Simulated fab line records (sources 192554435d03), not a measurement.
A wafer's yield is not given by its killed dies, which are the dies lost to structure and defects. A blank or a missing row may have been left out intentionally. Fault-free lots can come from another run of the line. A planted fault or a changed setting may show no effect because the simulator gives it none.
Chamber matching / flow n5Finfet / N5_BEOL_M0_CUTY_ETCH_62 on rieDiel-04 has 4 sister chambers
The step etches SiARC in CF4, time 58.5 s. 24 wafers are shown with their chamber, then 12 later ones without.

== WAFERS, EACH WITH ITS CHAMBER ==
wafer=L074.2; chamber=1; drypumpMotorCurrentA (A)=5.4; showerheadPlenumPTorr (Torr)=2.17; throttleValvePct (%)=15.50
wafer=L074.3; chamber=2; drypumpMotorCurrentA (A)=6.4; showerheadPlenumPTorr (Torr)=2.05; throttleValvePct (%)=15.57
wafer=L074.4; chamber=2; drypumpMotorCurrentA (A)=6.4; showerheadPlenumPTorr (Torr)=2.05; throttleValvePct (%)=15.56
wafer=L076.2; chamber=1; drypumpMotorCurrentA (A)=5.4; showerheadPlenumPTorr (Torr)=2.17; throttleValvePct (%)=15.52
wafer=L076.5; chamber=0; drypumpMotorCurrentA (A)=6.1; showerheadPlenumPTorr (Torr)=2.09; throttleValvePct (%)=15.58
wafer=L076.6; chamber=3; drypumpMotorCurrentA (A)=5.7; showerheadPlenumPTorr (Torr)=2.15; throttleValvePct (%)=15.96
wafer=L077.2; chamber=2; drypumpMotorCurrentA (A)=6.4; showerheadPlenumPTorr (Torr)=2.05; throttleValvePct (%)=15.57
wafer=L077.5; chamber=1; drypumpMotorCurrentA (A)=5.4; showerheadPlenumPTorr (Torr)=2.17; throttleValvePct (%)=15.52
wafer=L077.6; chamber=0; drypumpMotorCurrentA (A)=6.1; showerheadPlenumPTorr (Torr)=2.09; throttleValvePct (%)=15.60
wafer=L079.3; chamber=0; drypumpMotorCurrentA (A)=6.1; showerheadPlenumPTorr (Torr)=2.08; throttleValvePct (%)=15.60
wafer=L079.5; chamber=1; drypumpMotorCurrentA (A)=5.4; showerheadPlenumPTorr (Torr)=2.17; throttleValvePct (%)=15.53
wafer=L079.6; chamber=2; drypumpMotorCurrentA (A)=6.4; showerheadPlenumPTorr (Torr)=2.05; throttleValvePct (%)=15.59
wafer=L080.1; chamber=2; drypumpMotorCurrentA (A)=6.4; showerheadPlenumPTorr (Torr)=2.05; throttleValvePct (%)=15.59
wafer=L080.4; chamber=0; drypumpMotorCurrentA (A)=6.2; showerheadPlenumPTorr (Torr)=2.08; throttleValvePct (%)=15.61
wafer=L080.5; chamber=0; drypumpMotorCurrentA (A)=6.1; showerheadPlenumPTorr (Torr)=2.08; throttleValvePct (%)=15.62
wafer=L081.2; chamber=0; drypumpMotorCurrentA (A)=6.2; showerheadPlenumPTorr (Torr)=2.08; throttleValvePct (%)=15.60
wafer=L081.4; chamber=3; drypumpMotorCurrentA (A)=5.7; showerheadPlenumPTorr (Torr)=2.14; throttleValvePct (%)=15.95
wafer=L081.6; chamber=2; drypumpMotorCurrentA (A)=6.4; showerheadPlenumPTorr (Torr)=2.05; throttleValvePct (%)=15.60
wafer=L087.2; chamber=3; drypumpMotorCurrentA (A)=5.6; showerheadPlenumPTorr (Torr)=2.14; throttleValvePct (%)=15.98
wafer=L087.3; chamber=0; drypumpMotorCurrentA (A)=6.1; showerheadPlenumPTorr (Torr)=2.08; throttleValvePct (%)=15.63
wafer=L087.6; chamber=0; drypumpMotorCurrentA (A)=6.1; showerheadPlenumPTorr (Torr)=2.08; throttleValvePct (%)=15.65
wafer=L088.1; chamber=1; drypumpMotorCurrentA (A)=5.4; showerheadPlenumPTorr (Torr)=2.16; throttleValvePct (%)=15.57
wafer=L088.2; chamber=3; drypumpMotorCurrentA (A)=5.7; showerheadPlenumPTorr (Torr)=2.14; throttleValvePct (%)=16.01
wafer=L088.4; chamber=2; drypumpMotorCurrentA (A)=6.4; showerheadPlenumPTorr (Torr)=2.04; throttleValvePct (%)=15.61

SIGNATURES (averages over the wafers above)
reading=drypumpMotorCurrentA; chamber 0=6.125; chamber 1=5.400; chamber 2=6.400; chamber 3=5.675; scatter within a chamber=0.0335
reading=showerheadPlenumPTorr; chamber 0=2.0825; chamber 1=2.1680; chamber 2=2.0486; chamber 3=2.1425; scatter within a chamber=0.00442
reading=throttleValvePct; chamber 0=15.6113; chamber 1=15.5280; chamber 2=15.5843; chamber 3=15.9750; scatter within a chamber=0.0224
Rule: for a wafer and a chamber, the distance is found by dividing, reading by reading, the gap between the wafer's reading and the chamber's mean by the reading's scatter, squaring, summing and taking the root. The wafer belongs to the nearest chamber; if the next one is less than 2 further off, it can't be placed. How the scatter is found: for the shown wafers, subtract from each reading the mean of its chamber, square and add these, divide the total by (wafers less chambers), then take the root.

== WAFERS WHOSE CHAMBER IS MISSING ==
wafer=L091.1; drypumpMotorCurrentA (A)=5.4; showerheadPlenumPTorr (Torr)=2.16; throttleValvePct (%)=15.57
wafer=L091.3; drypumpMotorCurrentA (A)=6.4; showerheadPlenumPTorr (Torr)=2.04; throttleValvePct (%)=15.64
wafer=L091.4; drypumpMotorCurrentA (A)=5.7; showerheadPlenumPTorr (Torr)=2.14; throttleValvePct (%)=16.01
wafer=L093.1; drypumpMotorCurrentA (A)=5.6; showerheadPlenumPTorr (Torr)=2.14; throttleValvePct (%)=16.04
wafer=L093.5; drypumpMotorCurrentA (A)=6.2; showerheadPlenumPTorr (Torr)=2.08; throttleValvePct (%)=15.65
wafer=L093.6; drypumpMotorCurrentA (A)=5.6; showerheadPlenumPTorr (Torr)=2.14; throttleValvePct (%)=16.02
wafer=L094.2; drypumpMotorCurrentA (A)=5.4; showerheadPlenumPTorr (Torr)=2.15; throttleValvePct (%)=15.59
wafer=L094.3; drypumpMotorCurrentA (A)=6.1; showerheadPlenumPTorr (Torr)=2.08; throttleValvePct (%)=15.66
wafer=L094.5; drypumpMotorCurrentA (A)=6.4; showerheadPlenumPTorr (Torr)=2.04; throttleValvePct (%)=15.66
wafer=L095.1; drypumpMotorCurrentA (A)=5.4; showerheadPlenumPTorr (Torr)=2.15; throttleValvePct (%)=15.61
wafer=L095.2; drypumpMotorCurrentA (A)=6.4; showerheadPlenumPTorr (Torr)=2.04; throttleValvePct (%)=15.66
wafer=L095.4; drypumpMotorCurrentA (A)=6.1; showerheadPlenumPTorr (Torr)=2.07; throttleValvePct (%)=15.66

== CHAMBER TAKEN BY EACH ==
wafer=L091.1; from the rows above=1; in truth=1
wafer=L091.3; from the rows above=2; in truth=2
wafer=L091.4; from the rows above=3; in truth=3
wafer=L093.1; from the rows above=3; in truth=3
wafer=L093.5; from the rows above=0; in truth=0
wafer=L093.6; from the rows above=3; in truth=3
wafer=L094.2; from the rows above=1; in truth=1
wafer=L094.3; from the rows above=0; in truth=0
wafer=L094.5; from the rows above=2; in truth=2
wafer=L095.1; from the rows above=1; in truth=1
wafer=L095.2; from the rows above=2; in truth=2
wafer=L095.4; from the rows above=0; in truth=0
Correctly placed: 12 of 12. Can't be placed from these rows: 0. Wrongly placed: 0.
